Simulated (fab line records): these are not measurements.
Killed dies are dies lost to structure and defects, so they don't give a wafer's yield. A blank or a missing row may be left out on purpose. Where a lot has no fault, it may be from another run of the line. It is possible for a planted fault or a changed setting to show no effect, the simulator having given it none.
fab line records | flow n5-finfet
[record] lots = 11 | wafers = 29 | last-day = 18
route steps=1938 shown BEOL_M7@1320 BEOL_M8@1338 PASSIVATION@1936
lots with no fault: from the same line, run without faults
start-h: hours from the record's opening day to when the first of the lot's shown wafers began | wait-h: how many hours have passed since the lot's step before this one | " repeats the value in the row above | L1.1+2: several wafers, shown together as one row | - no value, or no start was given | * or withheld: withheld | < > ~ a bound
route shown NAME@n: a module of which the file shows steps, and the number in the route of the first | usual: mean/standard deviation of fault-free wafers | same: alike in all rows | chamber/n: place in a boat | sites: per-site readings | _std_site: how widely they spread, as a standard deviation | _edge_site: the outer-site mean with the inner-site mean subtracted | radius-mm: for every site, how far away it sits from the centre of the wafer | mask NAME#n: copy n | behind: the tool/chamber that last shaped the wafer | hold: cause of the lot's hold/its duration in hours/its outcome | device: the transistor (n, p or np) that didn't switch | end of line: at the end of the route, the tests of the same wafers | a step with no rows: only its recipe | killed: count of dies lost to structure and defects at first sort (not the wafer's yield) | map: the dies of a wafer, with x for killed, . for not killed, _ for no die there
set.NAME: setting as actually run; set.NAME@STEP: the setting as run at that earlier step | model.NAME: the simulator's own value behind a step, which no gauge read
the route's steps for a sample of lots (tables are steps, rows are wafers)
services: from which hour (start-h, from the record's first day; less than 0 if before it) a tool's chamber was out of use, for how many hours, and why
[[steps]]
[step N5_BEOL_M7_ALD_77]
[recipe] material = TaN | target-thk-a = 20 | temp-c = 275 | ald-precursor-family = PDMAT | ald-co-reactant = NH3 | pressure-torr = 3 | carrier-flow-sccm = 1500 | pulse-time-s = 2 | purge-time-s = 3 | co-reactant-purge-time-s = 2 | co-reactant-pulse-time-s = 3 | ald-cycles = 40 | precursor-vessel-temp-c = 75 | precursor-vessel-pressure-torr = 26.25 | precursor-vessel-carrier-sccm = 1000
[usual] heater-power-w = 430/41
lot.wafer | tool         | chamber | start-h | wait-h | heater-power-w
L902.2    | ald-metal-02 | 2       | 223.98  | 0.1    | 402
L902.5    | "            | 0       | "       | "      | 460
L902.6    | "            | 2       | "       | "      | 396
L905.1    | ald-metal-04 | 3       | 230.58  | 0.1    | 460
L905.3    | "            | 2       | "       | "      | 408
L903.1    | ald-metal-02 | 2       | 230.60  | 0.0    | 403
L903.6    | "            | 1       | "       | "      | 443
L904.1    | ald-metal-04 | 0       | 233.61  | 0.0    | 399
L904.6    | "            | 3       | "       | "      | 457
L907.1    | ald-metal-02 | 3       | 253.06  | 0.0    | 366
L907.5    | "            | 1       | "       | "      | 438
L907.6    | "            | 2       | "       | "      | 406
L911.1    | ald-metal-01 | 0       | 263.76  | 0.1    | 505
L911.3    | "            | 3       | "       | "      | 397
L911.4    | "            | 1       | "       | "      | 465
L916.1    | ald-metal-01 | 0       | 300.26  | 0.0    | 520
L916.2    | "            | 2       | "       | "      | 412
L916.3    | "            | 1       | "       | "      | 449
L917.1    | ald-metal-01 | 2       | 319.30  | 0.0    | 407
L917.6    | "            | 0       | "       | "      | 511
L918.1    | ald-metal-01 | 1       | 320.07  | 0.0    | 458
L918.4    | "            | 3       | "       | "      | 390
L918.6    | "            | 2       | "       | "      | 403
L919.3    | ald-metal-02 | 1       | 324.34  | 0.1    | 451
L919.4    | "            | 2       | "       | "      | 410
L919.5    | "            | 1       | "       | "      | 441
L923.1    | ald-metal-04 | 2       | 348.81  | 0.3    | 407
L923.3    | "            | 0       | "       | "      | 402
L923.5    | "            | 3       | "       | "      | 464
[step N5_BEOL_M7_RS_MEAS_57]
[recipe] thk-meas-gauge = four-point-probe | reads = Cu_of_BEOL_M7_ECD_50+Co_of_BEOL_M7_CVD_78+TaN_of_BEOL_M7_ALD_77
[usual] M7_RS = 0.290/0.012
lot.wafer | tool          | chamber | start-h | wait-h | M7_RS[ohm/sq]
L902.2    | film-metro-02 | -       | 225.97  | 0.1    | 0.305
L902.5    | "             | -       | "       | "      | 0.271
L902.6    | "             | -       | "       | "      | 0.312
L905.1    | film-metro-01 | -       | 232.35  | 0.1    | 0.289
L905.3    | "             | -       | "       | "      | 0.306
L903.1    | film-metro-02 | -       | 232.46  | 0.1    | 0.285
L903.6    | "             | -       | "       | "      | 0.303
L904.1    | film-metro-02 | -       | 235.04  | 0.1    | 0.289
L904.6    | "             | -       | "       | "      | 0.309
L907.1    | film-metro-02 | -       | 254.67  | 0.1    | 0.280
L907.5    | "             | -       | "       | "      | 0.296
L907.6    | "             | -       | "       | "      | 0.295
L911.1    | film-metro-02 | -       | 266.70  | 0.1    | 0.282
L911.3    | "             | -       | "       | "      | 0.296
L911.4    | "             | -       | "       | "      | 0.273
L916.1    | film-metro-01 | -       | 303.41  | 0.1    | 0.276
L916.2    | "             | -       | "       | "      | 0.280
L916.3    | "             | -       | "       | "      | 0.295
L917.1    | film-metro-01 | -       | 320.82  | 0.1    | 0.279
L917.6    | "             | -       | "       | "      | 0.277
L918.1    | film-metro-02 | -       | 323.13  | 0.1    | 0.305
L918.4    | "             | -       | "       | "      | 0.274
L918.6    | "             | -       | "       | "      | 0.292
L919.3    | film-metro-02 | -       | 326.31  | 0.1    | 0.281
L919.4    | "             | -       | "       | "      | 0.289
L919.5    | "             | -       | "       | "      | 0.306
L923.1    | film-metro-02 | -       | 350.45  | 0.1    | 0.268
L923.3    | "             | -       | "       | "      | 0.296
L923.5    | "             | -       | "       | "      | 0.269
[step N5_BEOL_M7_INSPECT_58]
[recipe] inspect-instrument = darkfield | mode = post-dep
[usual] raw-defect-count = 69/20
lot.wafer | tool              | chamber | start-h | wait-h | raw-defect-count
L902.2    | defect-inspect-02 | -       | 226.00  | 0.0    | 66
L902.5    | "                 | -       | "       | "      | 53
L902.6    | "                 | -       | "       | "      | 68
L905.1    | defect-inspect-02 | -       | 232.38  | 0.0    | 66
L905.3    | "                 | -       | "       | "      | 33
L903.1    | defect-inspect-01 | -       | 232.49  | 0.0    | 35
L903.6    | "                 | -       | "       | "      | 39
L904.1    | defect-inspect-02 | -       | 235.07  | 0.0    | 64
L904.6    | "                 | -       | "       | "      | 75
L907.1    | defect-inspect-02 | -       | 254.69  | 0.0    | 63
L907.5    | "                 | -       | "       | "      | 70
L907.6    | "                 | -       | "       | "      | 43
L911.1    | defect-inspect-01 | -       | 266.73  | 0.0    | 103
L911.3    | "                 | -       | "       | "      | 67
L911.4    | "                 | -       | "       | "      | 66
L916.1    | defect-inspect-01 | -       | 303.44  | 0.0    | 62
L916.2    | "                 | -       | "       | "      | 67
L916.3    | "                 | -       | "       | "      | 101
L917.1    | defect-inspect-01 | -       | 320.85  | 0.0    | 116
L917.6    | "                 | -       | "       | "      | 93
L918.1    | defect-inspect-02 | -       | 323.16  | 0.0    | 60
L918.4    | "                 | -       | "       | "      | 118
L918.6    | "                 | -       | "       | "      | 76
L919.3    | defect-inspect-01 | -       | 326.34  | 0.0    | 80
L919.4    | "                 | -       | "       | "      | 90
L919.5    | "                 | -       | "       | "      | 61
L923.1    | defect-inspect-02 | -       | 350.48  | 0.0    | 64
L923.3    | "                 | -       | "       | "      | 77
L923.5    | "                 | -       | "       | "      | 86
[step N5_BEOL_M8_COAT_60]
[recipe] resist = SiARC | temp-c = 220 | time-s = 60 | spin-rpm = 1500 | resist-thk-nm = 35
[usual] exhaust-pa = 45.0/0.81 | heater-power-total-W = 427.5/1.9 | spin-speed-rpm = 1500.0/0.93
lot.wafer | tool           | chamber | start-h | wait-h | exhaust-pa | heater-power-total-W | spin-speed-rpm
L902.2    | litho-track-04 | 0       | 228.33  | -      | 44.9       | 429.0                | 1500.2
L902.5    | "              | 0       | "       | "      | 45.5       | 428.2                | 1498.7
L902.6    | "              | 0       | "       | "      | 45.0       | 424.6                | 1500.3
L905.1    | litho-track-04 | 0       | 233.54  | -      | 44.5       | 430.3                | 1499.9
L905.3    | "              | 0       | "       | "      | 46.0       | 428.4                | 1500.6
L903.1    | litho-track-04 | 0       | 233.76  | -      | 45.6       | 429.4                | 1500.0
L903.6    | "              | 0       | "       | "      | 45.7       | 427.2                | 1501.7
L904.1    | litho-track-01 | 0       | 238.34  | -      | 45.2       | 428.6                | 1499.6
L904.6    | "              | 0       | "       | "      | 44.5       | 426.1                | 1500.5
L907.1    | litho-track-05 | 0       | 256.02  | -      | 43.5       | 424.4                | 1498.6
L907.5    | "              | 0       | "       | "      | 44.9       | 427.5                | 1500.9
L907.6    | "              | 0       | "       | "      | 44.0       | 429.7                | 1499.7
L911.1    | litho-track-04 | 0       | 269.25  | -      | 45.2       | 424.7                | 2032.9
L911.3    | "              | 0       | "       | "      | 44.1       | 427.6                | 2033.5
L911.4    | "              | 0       | "       | "      | 43.6       | 427.3                | 2032.6
L916.1    | litho-track-04 | 0       | 307.74  | -      | 45.2       | 424.1                | 2033.2
L916.2    | "              | 0       | "       | "      | 46.2       | 429.0                | 2033.1
L916.3    | "              | 0       | "       | "      | 44.7       | 429.8                | 2032.8
L917.1    | litho-track-05 | 0       | 323.22  | -      | 44.6       | 427.1                | 1499.4
L917.6    | "              | 0       | "       | "      | 45.0       | 426.9                | 1500.5
L918.1    | litho-track-05 | 0       | 325.28  | -      | 46.0       | 430.0                | 1499.9
L918.4    | "              | 0       | "       | "      | 45.3       | 430.9                | 1498.6
L918.6    | "              | 0       | "       | "      | 44.7       | 426.3                | 1501.8
L919.3    | litho-track-01 | 0       | 329.15  | -      | 43.7       | 427.6                | 1501.1
L919.4    | "              | 0       | "       | "      | 44.2       | 427.6                | 1499.3
L919.5    | "              | 0       | "       | "      | 43.9       | 424.8                | 1500.0
L923.1    | litho-track-05 | 0       | 352.36  | -      | 45.5       | 426.2                | 1501.6
L923.3    | "              | 0       | "       | "      | 45.5       | 429.0                | 1500.5
L923.5    | "              | 0       | "       | "      | 45.9       | 424.2                | 1498.6
[step N5_BEOL_M8_ETCH_61]
[recipe] chemistry = CF4 | target = SiARC | target-depth-a = 455 | mask-material = CAR-ArF | time-s = 75.8 | ion-energy-ev = 80 | pressure-mtorr = 40 | source-w = 545 | bias-w = 36 | Ar_flow_sccm = 100 | cf4-flow-sccm = 100 | ends = cleared
[usual] cf4-flow-sccm = 100.01/0.28 | drypump-motor-current-A = 5.9/0.45 | etch-rf-on-time-s = 75.3/1.8 | oes-product-au = 0.68/0.061 | rf-vpp-V = 184.5/1.3 | showerhead-plenum-p-Torr = 2.18/0.058 | throttle-valve-pct = 15.54/0.28
lot.wafer | tool        | chamber | start-h | wait-h | cf4-flow-sccm | drypump-motor-current-A | etch-rf-on-time-s | oes-product-au | rf-hours-counter-h | rf-vpp-V | showerhead-plenum-p-Torr | throttle-valve-pct
L902.2    | rie-diel-06 | 0       | 228.90  | 0.0    | 100.20        | 6.3                     | 77.9              | 0.60           | 217                | 184.8    | 2.20                     | 15.84
L902.5    | "           | 1       | "       | "      | 99.75         | 6.5                     | 71.8              | 0.72           | -                  | 185.8    | 2.26                     | 15.47
L902.6    | "           | 2       | "       | "      | 100.37        | 5.9                     | 75.4              | 0.79           | -                  | 183.4    | 2.12                     | 15.37
L905.1    | rie-diel-04 | 2       | 234.03  | 0.0    | 99.98         | 6.3                     | 74.0              | 0.68           | 108                | 185.3    | 2.24                     | 15.65
L905.3    | "           | 1       | "       | "      | 99.78         | 5.8                     | 79.1              | 0.56           | 250                | 184.7    | 2.20                     | 15.62
L903.1    | rie-diel-05 | 2       | 234.25  | 0.0    | 99.85         | 5.4                     | 73.3              | 0.71           | 93                 | 181.8    | 2.10                     | 15.48
L903.6    | "           | 2       | "       | "      | 100.15        | 5.4                     | 72.8              | 0.70           | -                  | 183.5    | 2.10                     | 15.45
L904.1    | rie-diel-06 | 2       | 238.86  | 0.0    | 100.36        | 5.9                     | 75.3              | 0.78           | 19                 | 182.6    | 2.12                     | 15.38
L904.6    | "           | 1       | "       | "      | 100.32        | 6.5                     | 72.1              | 0.71           | -                  | 185.9    | 2.26                     | 15.48
L907.1    | rie-diel-05 | 2       | 256.39  | 0.0    | 100.23        | 5.4                     | 74.4              | 0.69           | 102                | 182.3    | 2.09                     | 15.46
L907.5    | "           | 0       | "       | "      | 99.99         | 6.2                     | 75.5              | 0.71           | -                  | 186.7    | 2.25                     | 15.30
L907.6    | "           | 1       | "       | "      | 100.28        | 5.8                     | 74.8              | 0.62           | -                  | 185.5    | 2.22                     | 16.04
L911.1    | rie-diel-04 | 1       | 269.62  | 0.0    | 99.92         | 5.8                     | 67.6              | 0.81           | 5                  | 183.5    | 2.20                     | 15.19
L911.3    | "           | 2       | "       | "      | 100.10        | 6.3                     | 63.6              | 0.67           | 123                | 184.5    | 2.23                     | 15.67
L911.4    | "           | 0       | "       | "      | 100.06        | 5.0                     | 64.8              | 0.71           | 80                 | 183.0    | 2.08                     | 15.77
L916.1    | rie-diel-05 | 2       | 308.23  | 0.0    | 99.90         | 5.4                     | 63.9              | 0.68           | 119                | 184.8    | 2.09                     | 15.49
L916.2    | "           | 1       | "       | "      | 100.14        | 5.8                     | 63.9              | 0.60           | 198                | 185.0    | 2.21                     | 16.09
L916.3    | "           | 0       | "       | "      | 100.07        | 6.2                     | 66.3              | 0.68           | 83                 | 185.9    | 2.24                     | 15.34
L917.1    | rie-diel-05 | 1       | 323.83  | 0.0    | 99.87         | 5.9                     | 75.0              | 0.61           | 205                | 185.4    | 2.21                     | 16.10
L917.6    | "           | 2       | "       | "      | 100.07        | 5.4                     | 74.9              | 0.67           | -                  | 180.9    | 2.09                     | 15.51
L918.1    | rie-diel-05 | 3       | 325.77  | 0.0    | 100.14        | 5.9                     | 74.1              | 0.80           | 6                  | 184.5    | 2.18                     | 15.00
L918.4    | "           | 2       | "       | "      | 100.31        | 5.4                     | 75.1              | 0.67           | 126                | 183.2    | 2.09                     | 15.50
L918.6    | "           | 3       | "       | "      | 100.09        | 5.8                     | 74.5              | 0.80           | -                  | 184.8    | 2.18                     | 14.97
L919.3    | rie-diel-06 | 0       | 329.56  | 0.0    | 100.08        | 6.3                     | 79.2              | 0.58           | 248                | 184.8    | 2.19                     | 15.91
L919.4    | "           | 2       | "       | "      | 99.86         | 5.9                     | 77.1              | 0.73           | 49                 | 182.5    | 2.11                     | 15.43
L919.5    | "           | 1       | "       | "      | 100.19        | 6.5                     | 71.6              | 0.68           | -                  | 186.5    | 2.24                     | 15.56
L923.1    | rie-diel-05 | 0       | 352.93  | 0.0    | 99.98         | 6.2                     | 77.6              | 0.67           | 100                | 185.6    | 2.24                     | 15.35
L923.3    | "           | 1       | "       | "      | 100.29        | 5.8                     | 75.0              | 0.60           | 215                | 184.3    | 2.20                     | 16.11
L923.5    | "           | 1       | "       | "      | 99.65         | 5.8                     | 74.5              | 0.60           | -                  | 183.8    | 2.20                     | 16.14
[step N5_PASSIVATION_PROBE_49]
[usual] defect-limited-yield = 91.3/1.4 | killed_at_M0_to_M3 = 33/9.9 | killed_at_M4_up = 15/5.6 | killed-at-contacts = 13/5.7 | killed-at-front-end = 38/12 | killed-at-other = 4/3.1 | killed-dies = 103/17 | killed-open = 66/13 | killed-short = 32/7.8 | sort_bin_5_function = 5.1/0.95 | sort_bin_6_memory = 3.2/0.68 | sort-n-pass = 1077/17 | sort-yield-pct = 91.3/1.5
[same] gross-dies = 1180 | killed-at-back-side = 0 | sort_bin_4_leakage[%] = 0 | sort_bin_8_speed[%] = 0
lot.wafer | tool      | chamber | start-h | wait-h | defect-limited-yield[%] | killed_at_M0_to_M3 | killed_at_M4_up | killed-at-contacts | killed-at-front-end | killed-at-other | killed-dies | killed-open | killed-short | sort_bin_5_function[%] | sort_bin_6_memory[%] | sort-n-pass | sort-yield-pct[%]
L907.1    | prober-01 | -       | 324.85  | 0.0    | 91.3                    | 25                 | 13              | 12                 | 51                  | 2               | 103         | 77          | 25           | 4.8                    | 3.6                  | 1077        | 91.3
L907.5    | prober-01 | -       | 325.05  | 0.2    | 92.4                    | 25                 | 25              | 7                  | 31                  | 2               | 90          | 60          | 28           | 4.5                    | 3.0                  | 1090        | 92.4
L907.6    | prober-01 | -       | 325.10  | 0.3    | 92.7                    | 26                 | 24              | 6                  | 26                  | 4               | 86          | 55          | 30           | 4.3                    | 2.8                  | 1094        | 92.7
// killed by level:class
L907.1 FIN_SAQP:geometric-particle:open=26 BEOL_M3:geometric-particle:open=10 MOL_CONTACT_COAG:geometric-particle:open=8 BEOL_M5:geometric-particle:open=7 FIN_SAQP:geometric-particle:short=6 BEOL_M2:geometric-particle:open=5 MOL_CONTACT_COAG:geometric-particle:short=4 GATE_CUT:geometric-particle:short=3
L907.5 BEOL_M4:geometric-particle:open=11 FIN_SAQP:geometric-particle:open=9 FIN_SAQP:geometric-particle:short=9 BEOL_M2:geometric-particle:open=6 MOL_CONTACT_COAG:geometric-particle:open=5 BEOL_M0_SAQP:geometric-particle:short=5 BEOL_M3:geometric-particle:open=5 STARTING-WAFER:geometric-particle:open=5
L907.6 BEOL_M4:geometric-particle:open=15 GATE_CUT:geometric-particle:open=5 BEOL_M0_SAQP:geometric-particle:short=5 FIN_SAQP:geometric-particle:short=4 GATE_CUT:geometric-particle:short=4 MOL_CONTACT_COAG:geometric-particle:open=4 BEOL_M0_SAQP:geometric-particle:open=4 BEOL_M0:geometric-particle:short=4
[[services]]
tool           | chamber | start-h | hours | kind
ald-metal-04   | 0       | 220.83  | 5.3   | repair
ald-metal-02   | 1       | 222.16  | 4.1   | repair
ald-metal-01   | 0       | 222.67  | 8.0   | repair
ald-metal-01   | -       | 228.84  | 14.6  | pm
ald-metal-04   | -       | 242.30  | 14.6  | pm
ald-metal-02   | 3       | 251.42  | -     | calibration
rie-diel-06    | 0       | 268.22  | 15.3  | repair
ald-metal-02   | 0       | 293.00  | 16.3  | repair
rie-diel-06    | 2       | 293.88  | 4.3   | repair
rie-diel-05    | 3       | 296.99  | -     | clean
rie-diel-05    | 3       | 296.99  | -     | consumable-replace:focus-ring
rie-diel-05    | 3       | 296.99  | 14.1  | scheduled-down
rie-diel-05    | 3       | 296.99  | 14.1  | vent-cycle
rie-diel-05    | 2       | 297.03  | 9.6   | repair
ald-metal-04   | 0       | 297.58  | 4.9   | repair
rie-diel-06    | 2       | 304.45  | 10.4  | repair
litho-track-04 | -       | 314.13  | -     | consumable-replace:filter
ald-metal-04   | -       | 317.49  | 8.7   | pm
ald-metal-01   | -       | 337.25  | 14.0  | pm
ald-metal-01   | 0       | 337.25  | 16.7  | vent-cycle
ald-metal-01   | 1       | 337.25  | 14.0  | vent-cycle
ald-metal-01   | 2       | 337.25  | 14.0  | vent-cycle
ald-metal-01   | 3       | 337.25  | 14.0  | vent-cycle
ald-metal-01   | 1       | 351.25  | -     | clean
[[key]]
[first-sign] step = N5_BEOL_M8_COAT_60 | reading = spin-speed-rpm | direction = up | sigmas = 99+ | usual = * | struck = *
[effect] step = N5_BEOL_M8_ETCH_61 | reading = etch-rf-on-time-s | direction = down | sigmas = 5.9 | usual = * | struck = *
met-at N5_BEOL_M8_COAT_60
struck-lots L911,L916
not-acting-at N5_BEOL_M7_ALD_77,N5_BEOL_M7_RS_MEAS_57,N5_BEOL_M7_INSPECT_58
onset-between 233.76 269.25
[fault] kind = process-parameter-drift | tool = litho-track-04 | chamber = - | onset-h = 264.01 | steps = N5_BEOL_M8_COAT_60 | channel = spin-rpm | offset = * | shape = step | end-h = 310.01 | acts-in = * | stated = *
